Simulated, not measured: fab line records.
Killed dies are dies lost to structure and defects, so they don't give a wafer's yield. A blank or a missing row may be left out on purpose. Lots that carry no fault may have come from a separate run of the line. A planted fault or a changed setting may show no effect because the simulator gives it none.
What tool caused it? -- flow n5 finfet -- 12 lots (36 wafers sampled), 1 step of a 1938-step route

WHAT THE GAUGES READ, wafer by wafer
N5_SD_EPI_P_INSPECT_26: inspects for defects (darkfield).
lot,measured,on,raw defect count
L075,day 3 19:28,defect inspect-02,214 165 223
L077,day 4 03:14,defect inspect-01,172 185 147
L079,day 5 00:23,defect inspect-02,145 166 132
L081,day 5 09:42,defect inspect-01,130 147 173
L083,day 5 17:04,defect inspect-02,162 132 116
L085,day 6 05:19,defect inspect-02,163 195 218
L087,day 6 20:39,defect inspect-01,158 144 155
L089,day 7 06:26,defect inspect-01,167 118 162
L091,day 7 15:55,defect inspect-01,139 114 232
L093,day 8 06:30,defect inspect-01,123 153 210
L095,day 8 21:45,defect inspect-02,185 134 190
L097,day 9 02:40,defect inspect-01,158 142 154

TOOL THAT RAN EACH LOT (tool first, then ch and the chambers of the sampled wafers, then the start)
There is no process step in the record ahead of these readings.

THE ANSWER, worked out from the rows above alone
Rule: what is usual is taken from the lots themselves. The widest of any qualifying gaps counts: lots, ordered by their means at a reading, are off when they make up no more than a third of the lots, leave a main group of 4 or more, and stand apart from it by 3 or more times the standard deviation of that group's means. Not used: any main group whose means are identical at the precision the tables above print for the reading. A lot without any number at a reading at which 4 lots or more have one is off too. The other lots that the step has rows for count as sound.
No lot is off at any reading shown: from this, nothing can be told.

WHAT WAS PUT IN BY THE SIMULATOR
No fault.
